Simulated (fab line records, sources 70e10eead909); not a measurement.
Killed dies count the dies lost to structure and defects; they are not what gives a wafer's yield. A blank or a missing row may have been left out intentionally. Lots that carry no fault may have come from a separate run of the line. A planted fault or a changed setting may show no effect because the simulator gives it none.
The same fault as seen by 2 desks || flow nand-harc || what lay behind the numbers comes last; until then each desk has only its own

## AT THE METROLOGY DESK
Means of the sampled wafers that have a number, per lot and without regard to the tool the lot ran on: this is what the gauges read. Any lot whose mean is over 4 standard deviations away from the usual mean is out of limits and marked OUT; that distance is given in the brackets.
Columns: A = cd-nm at NHARC_P_ZERO_WELL_CD_MEAS_52, usual 1999.5 nm
{"lot": "L506", "first seen here": "day 2 12:04", "A": 2001.8}
{"lot": "L507", "first seen here": "day 2 21:45", "A": 2000.1}
{"lot": "L510", "first seen here": "day 4 04:00", "A": 1999.1}
{"lot": "L511", "first seen here": "day 4 13:37", "A": 1998.2}
{"lot": "L512", "first seen here": "day 4 23:40", "A": 2001.0}
{"lot": "L513", "first seen here": "day 5 09:45", "A": 2001.3}
{"lot": "L519", "first seen here": "day 7 21:53", "A": 1998.2}
{"lot": "L520", "first seen here": "day 8 07:36", "A": 1998.3}
{"lot": "L525", "first seen here": "day 10 09:54", "A": 1998.5}
{"lot": "L526", "first seen here": "day 10 20:17", "A": 1998.3}
{"lot": "L527", "first seen here": "day 11 05:55", "A": 2001.8}
{"lot": "L528", "first seen here": "day 11 15:56", "A": 1999.1}
This desk's verdict: no lot among the 12 shows anything out of limits.

## THE DEFECT DESK
What the inspections along the route counted, lot by lot: means of the sampled wafers that have a number. Any lot whose mean is over 4 standard deviations away from the usual mean is out of limits and marked OUT; that distance is given in the brackets.
Columns: A = raw-defect-count at NHARC_P_STI_INSPECT_11, usual 5.2
{"lot": "L506", "first seen here": "day 3 07:41", "A": 3.3}
{"lot": "L507", "first seen here": "day 3 16:33", "A": 6.0}
{"lot": "L510", "first seen here": "day 4 21:41", "A": 3.7}
{"lot": "L511", "first seen here": "day 5 08:10", "A": 6.3}
{"lot": "L512", "first seen here": "day 5 17:08", "A": 7.0}
{"lot": "L513", "first seen here": "day 6 05:01", "A": 5.7}
{"lot": "L519", "first seen here": "day 8 15:20", "A": "21.7 (+6.1) OUT"}
{"lot": "L520", "first seen here": "day 9 02:17", "A": 6.3}
{"lot": "L525", "first seen here": "day 11 06:38", "A": 3.0}
{"lot": "L526", "first seen here": "day 11 16:41", "A": 7.0}
{"lot": "L527", "first seen here": "day 12 04:51", "A": 5.0}
{"lot": "L528", "first seen here": "day 12 09:05", "A": 10.0}
This desk's verdict: out of limits on L519, starting with L519 at day 8 15:20 (raw-defect-count at NHARC_P_STI_INSPECT_11). L506, L507, L510, L511, L512, L513, L520, L525, L526, L527, L528 stayed within limits.

## BROUGHT TOGETHER
The defect desk could have raised an alarm at day 8 15:20, on L519.
Metrology desk: nothing out of limits seen.
The metrology desk has L519 on record, within its limits.
On lpcvd-01, each named lot ran NHARC_P_STI_HM_DEP_30.

## WHAT THE SIMULATOR PUT IN
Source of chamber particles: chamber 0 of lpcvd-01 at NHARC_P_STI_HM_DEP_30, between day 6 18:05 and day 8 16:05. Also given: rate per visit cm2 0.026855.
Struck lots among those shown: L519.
Hours from the fault's start to each desk's first reading out of limits: the defect desk, 45.
